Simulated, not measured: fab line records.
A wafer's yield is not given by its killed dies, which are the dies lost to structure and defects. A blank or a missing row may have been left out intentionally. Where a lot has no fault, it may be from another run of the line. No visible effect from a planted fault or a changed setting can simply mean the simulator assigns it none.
Chamber matching -- flow n5_finfet -- 4 sister chambers for N5_BEOL_M13_ETCH_68 on rie_diel-06
The step etches SOC in N2/H2, time 355 s. 8 wafers are shown with their chamber, then 9 later ones without.

WAFERS WITH THEIR CHAMBER
wafer,chamber,drypump_motor_current_A (A),throttle_valve_pct (%)
L078.2,1,5.7,18.09
L078.3,2,5.6,17.82
L082.5,3,6.5,17.30
L085.3,2,5.6,17.85
L085.5,0,6.3,17.82
L087.1,3,6.5,17.34
L087.4,0,6.3,17.82
L087.6,1,5.8,17.56

WAFERS WITH NO CHAMBER GIVEN
wafer,drypump_motor_current_A (A),throttle_valve_pct (%)
L088.1,5.6,17.83
L088.4,5.7,17.59
L088.5,5.6,17.85
L092.2,5.7,17.60
L092.4,6.3,17.83
L092.5,6.5,17.34
L097.1,6.4,17.36
L097.2,6.3,17.85
L097.3,5.8,17.61

WHICH CHAMBER EACH ONE RAN IN
wafer,from the rows above,in truth
L088.1,2,2
L088.4,can't be placed: 1 or 2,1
L088.5,2,2
L092.2,can't be placed: 1 or 2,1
L092.4,0,0
L092.5,3,3
L097.1,can't be placed: 3 or 0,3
L097.2,0,0
L097.3,1,1
Placed correctly: 6 of 9. Unplaceable from these rows: 3, with the true chamber sitting among the candidates in 3. Placed wrongly: 0.
How it was worked out, from the rows above alone: a wafer's distance from a chamber is the root of the sum, over the readings, of the square of ((its reading less the chamber's mean) divided by the reading's scatter). The wafer belongs to the nearest chamber; if the next one is less than 2 further off, it can't be placed. For every chamber, the mean is computed from those of its wafers that are shown. The scatter: take each reading less its chamber's mean, square it, sum over the shown wafers, divide by the number of wafers less the number of chambers, and take the root.
